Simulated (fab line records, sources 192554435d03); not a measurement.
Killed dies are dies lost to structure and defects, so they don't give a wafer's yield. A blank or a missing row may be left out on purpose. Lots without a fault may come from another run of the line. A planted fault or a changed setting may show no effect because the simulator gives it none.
A struck lot beside a sound one | flow n5_finfet | 33 steps out of a route of 1938
Sound: wafers L663.1, L663.3, L663.6. Struck: wafer L678.1. (L678.3 of the same lot was not struck and is left out.) The cause comes at the end.
At each step with rows: each side's tool, then ch and its chambers, then its first start. Under that, the readings that differ: sound wafers | struck wafers | difference of the means | sigmas: that difference in standard deviations of wafers without a fault.
alike: readings whose means differ by less than 2 such deviations, and words and numbers that are the same on both sides. not compared: withheld readings, readings that some wafer has no value for, bounds like >300 that may hide the same value, and numbers for which the record gives no deviation and whose values overlap.
The two part at a step that has a row with sigmas, a row that says differs or no value, or rows on one side only. Numbers that don't overlap but have no deviation are shown without sigmas and don't part them. A reading that every wafer of one side lacks parts them only if that side has two wafers or more.

first, 1 step without rows for these wafers: N5_GATE_CUT_SRD_32 (time 30 s).
N5_GATE_CUT_SAC_CAP_01: material SiNx, target thk 24 nm, pulse time 1 s, ald cycles 480.
  sound on ald_sin-03 ch 0,1,2, day 6 10:13; struck on ald_sin-04 ch 0, day 10 05:37
  alike: chamber_pressure_Torr, heater_power_w, precursor_pulse_height_rel
then, 9 steps without rows for these wafers: N5_GATE_CUT_PECVD_57 (deposits SiNx from SiH4/NH3/N2, target thk 21 nm); N5_GATE_CUT_CMP_02 (polishes, stops on SiO2, t overpolish 12.7 s, target thk 0 nm); N5_GATE_CUT_HM_DEP_46 (deposits SiO2 from TEOS/O2, target thk 130 nm, time 26.6 s); N5_GATE_CUT_COAT_34 (time 60 s, resist thk 60 nm); N5_GATE_CUT_COAT_35 (time 60 s, resist thk 10 nm); N5_GATE_CUT_COAT_27 (time 60 s, resist thk 10 nm); N5_GATE_CUT_COAT_07 (resist thk 30 nm); N5_GATE_CUT_EBR_09; N5_GATE_CUT_SOFTBAKE_08 (time 60 s).
N5_GATE_CUT_EXPOSE_10: exposes mask GATE CUT, target cd 20 nm.
  sound on euv_scanner-02 ch 0, day 6 13:09; struck on euv_scanner-02 ch 0, day 10 08:25
  alike: mask
then, 2 steps without rows for these wafers: N5_GATE_CUT_PEB_11 (peb time 60 s); N5_GATE_CUT_DEVELOP_12 (develop time 30 s).
N5_GATE_CUT_CD_MEAS_13: target cd 20 nm.
  sound on cd_sem-02 ch 0, day 6 13:17; struck on cd_sem-01 ch 0, day 10 08:34
  reading    | sound             | struck | difference | sigmas
  cd_nm (nm) | 20.19 19.78 19.84 | 17.96  | -1.98      | -9
N5_GATE_CUT_OVL_MEAS_14:
  sound on overlay-01 ch 0, day 6 13:19; struck on overlay-02 ch 0, day 10 08:35
  alike: GATE_CUT_OVL
N5_GATE_CUT_INSPECT_15: inspects for defects (brightfield).
  sound on defect_inspect-02, day 6 13:22; struck on defect_inspect-01, day 10 08:38
  alike: raw_defect_count
N5_GATE_CUT_DESCUM_18: chemistry O2, time 7 s.
  sound on rie_diel-04 ch 2,3, day 6 13:25; struck on rie_diel-05 ch 0, day 10 08:46
  reading                   | sound      | struck | difference | sigmas
  model.GATE_CUT.cd_nm (nm) | 20 19.8 20 | 17.6   | -2.3       |
  alike: chamber_pressure_mTorr, drypump_motor_current_A, oes_product_au, rf_vpp_V, showerhead_plenum_p_Torr, throttle_valve_pct
  not compared: rf_hours_counter_h
then, 1 step without rows for these wafers: N5_GATE_CUT_ETCH_28 (etches underlayer in N2/H2, target depth 13 nm, time 10.4 s).
N5_GATE_CUT_ETCH_36: etches SiARC in CF4, target depth 13 nm, time 21.7 s.
  sound on rie_diel-04 ch 2,3, day 6 13:28; struck on rie_diel-05 ch 0, day 10 08:49
  alike: chamber_pressure_mTorr, drypump_motor_current_A, etch_rf_on_time_s, oes_product_au, rf_vpp_V, showerhead_plenum_p_Torr, throttle_valve_pct
  not compared: rf_hours_counter_h
N5_GATE_CUT_ETCH_37: etches SOC in N2/H2, target depth 60 nm, overetch 12 nm, time 90 s.
  sound on rie_diel-04 ch 2,3, day 6 13:29; struck on rie_diel-05 ch 0, day 10 08:50
  alike: chamber_pressure_mTorr, drypump_motor_current_A, oes_product_au, rf_vpp_V, showerhead_plenum_p_Torr, throttle_valve_pct
  not compared: rf_hours_counter_h
then, 6 steps without rows for these wafers: N5_GATE_CUT_STRIP_38 (strips in N2/H2); N5_GATE_CUT_STRIP_39 (strips in N2/H2); N5_GATE_CUT_HM_OPEN_40 (chemistry C4F6/O2, target SiO2, target depth 139 nm, time 85.1 s); N5_GATE_CUT_STRIP_41 (strips in CF4); N5_GATE_CUT_STRIP_42 (strips in O2); N5_GATE_CUT_ETCH_19 (etches SiNx in CH3F/O2, target depth 53.7 nm, time 76.7 s).
N5_GATE_CUT_CUT_ETCH_53: etches W in SF6/Cl2, target depth 79.2 nm.
  sound on rie_metal-01 ch 0,1, day 6 13:49; struck on rie_metal-02 ch 0, day 10 09:10
  reading                     | sound       | struck | difference | sigmas
  drypump_motor_current_A (A) | 5.8 5.3 5.8 | 6.5    | +0.9       | +2
  alike: chamber_pressure_mTorr, etch_rf_on_time_s, mfc_cl2_sccm, oes_product_au, throttle_valve_pct
  not compared: rf_hours_counter_h
N5_GATE_CUT_CUT_ETCH_54: etches TiN in Cl2/BCl3, target depth 96.7 nm.
  sound on rie_metal-01 ch 0,1, day 6 13:52; struck on rie_metal-02 ch 0, day 10 09:13
  reading                     | sound          | struck | difference | sigmas
  drypump_motor_current_A (A) | 5.8 5.3 5.8    | 6.5    | +0.9       | +2
  oes_product_au (a.u.)       | 0.84 0.70 0.85 | 0.62   | -0.18      | -2
  alike: chamber_pressure_mTorr, etch_rf_on_time_s, mfc_cl2_sccm, throttle_valve_pct
  not compared: rf_hours_counter_h
then, 1 step without rows for these wafers: N5_GATE_CUT_CUT_ETCH_55 (etches HfO2 in BCl3, target depth 3.2 nm).
N5_GATE_CUT_ETCH_47: etches SiO2 in Cl2/BCl3, target depth 10 nm.
  sound on rie_metal-01 ch 0,1, day 6 13:58; struck on rie_metal-02 ch 0, day 10 09:19
  reading                     | sound          | struck | difference | sigmas
  drypump_motor_current_A (A) | 5.7 5.3 5.7    | 6.5    | +0.9       | +2
  model.GATE_CUT.cd_nm (nm)   | 20.2 19.6 20.2 | 17.4   | -2.6       |
  alike: chamber_pressure_mTorr, mfc_cl2_sccm, oes_product_au, throttle_valve_pct
  not compared: rf_hours_counter_h
then, 1 step without rows for these wafers: N5_GATE_CUT_VAPOR_ETCH_48 (etches TiN in BCl3/Cl2).
N5_BEOL_M4_RC_MEAS_101:
  the record has rows for the sound wafers here (prober-01 ch 0, day 11 07:55) and none for the struck ones

WHERE THEY PART
First at N5_GATE_CUT_CD_MEAS_13; last, within this record, at N5_BEOL_M4_RC_MEAS_101.

WHY: what the simulator had put in
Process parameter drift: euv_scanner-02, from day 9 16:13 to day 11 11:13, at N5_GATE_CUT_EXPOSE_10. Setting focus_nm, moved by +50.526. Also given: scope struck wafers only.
